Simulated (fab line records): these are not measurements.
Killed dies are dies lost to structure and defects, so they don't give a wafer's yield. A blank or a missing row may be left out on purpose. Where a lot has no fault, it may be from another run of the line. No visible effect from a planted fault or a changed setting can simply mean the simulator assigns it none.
Problem report, 8D (eight disciplines) form, completed by code | flow n5-finfet | the parts of the form that need people (team, actions taken, sign-off) are left out

1. WHAT IS WRONG
trench-depth-nm at N5_BEOL_M13_OCD_MEAS_35 reads a mean of 374 nm on 6 wafers of 2 lots; wafers without a fault read 412 nm with a standard deviation of 7.2. Measured from the usual mean, that is -5.2 standard deviations.
First seen on wafer L921.1, day 16 08:18, on ocd-02. The record has a number at this step for 19 wafers belonging to 7 lots. Rule for "out", or "out of limits": more than 4 standard deviations from the usual mean. All remaining wafers that have a number are taken as sound.

2. WHAT IT IS, WHAT IT ISN'T
question                    | is                     | is not
which readings at this step | trench-depth-nm        | -
which lots                  | L921, L922             | L904, L906, L907, L914, L925
which wafers of those lots  | all that have a number | -
read on which gauges        | ocd-02                 | ocd-01
when                        | from day 16 08:18      | up to then (11 sound wafers); but 2 sound wafers of L925 came after

3. SUSPECTS, AND WHAT RULES EACH OUT
Counting: any tool at a process step up to the reading is kept as a suspect provided that every lot that is out went through it and no sound lot did after the first of them.
- ruled out: the gauge at N5_BEOL_M13_OCD_MEAS_35. All the wafers that are out were read on ocd-02, but those of them that N5_BEOL_M13_THK_MEAS_50 has rows for are out there too, on other tools.
- rie-diel-03 at N5_BEOL_M13_ETCH_67 (etches SiARC in CF4, target depth 143 nm, time 238.3 s): kept. All lots that are out passed through it, beginning with L921 at day 16 07:46, and no sound lot followed; its final sound lot before that point was L907 at day 12 05:09.
- rie-diel-03 at N5_BEOL_M13_TRENCH_ETCH_34 (etches SiOC in C4F8/O2/Ar, target depth 413.47 nm, time 162.6 s): kept. All lots that are out passed through it, beginning with L921 at day 16 08:08, and no sound lot followed; its final sound lot before that point was L907 at day 12 05:31.
After counting, rie-diel-03 at N5_BEOL_M13_ETCH_67 and rie-diel-03 at N5_BEOL_M13_TRENCH_ETCH_34 remain.

4. THE CAUSE (what the simulator had put in)
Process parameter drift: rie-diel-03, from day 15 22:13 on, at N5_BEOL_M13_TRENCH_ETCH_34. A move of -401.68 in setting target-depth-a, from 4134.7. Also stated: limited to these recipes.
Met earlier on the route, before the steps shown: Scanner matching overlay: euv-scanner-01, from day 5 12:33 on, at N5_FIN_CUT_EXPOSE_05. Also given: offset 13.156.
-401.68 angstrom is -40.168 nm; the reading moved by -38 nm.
This tool is one of the 2 suspects left after counting.

5. THE EFFECT CHAIN, in route order
Each row: a reading whose mean over the struck wafers that have a number lies more than 3 standard deviations from the usual. Only readings whose record carries a usual standard deviation are examined. hours: median over the lots of the time between each lot's start at the first step of this table that gives one and its start at this step. sigmas: the change, counted in usual standard deviations.
hours | step                    | reading           | usual         | on struck wafers | change  | sigmas
0     | N5_BEOL_M13_OCD_MEAS_35 | trench-depth-nm   | 412 nm        | 374              | -38     | -5.2
3     | N5_BEOL_M13_THK_MEAS_50 | M13_THK           | 416 nm        | 377              | -39     | -5.1
3     | N5_BEOL_M13_RS_MEAS_54  | M13_RS            | 0.0451 ohm/sq | 0.0499           | +0.0048 | +5.9
22    | N5_BEOL_M15_RC_MEAS_101 | SERP_M13          | 0.312 ohm/um  | 0.342            | +0.030  | +3.9
22    | N5_BEOL_M15_RC_MEAS_101 | SERP_M13_max_site | 0.315 ohm/um  | 0.346            | +0.031  | +3.8

6. WHAT WOULD HAVE CAUGHT IT SOONER
10 hours passed between the start of the fault at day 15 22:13 and the first reading out of limits at a measuring or inspecting step in this record, taken at day 16 08:18.
Of the tool readings at N5_BEOL_M13_TRENCH_ETCH_34 for which the record gives a usual standard deviation, none was out on any struck wafer, so an alarm limit of 4 standard deviations on them would not have fired.
L922, from the lots that are out (2), started N5_BEOL_M13_TRENCH_ETCH_34 on rie-diel-03 later than day 16 08:18. It would have been spared by a hold on the tool at that moment.
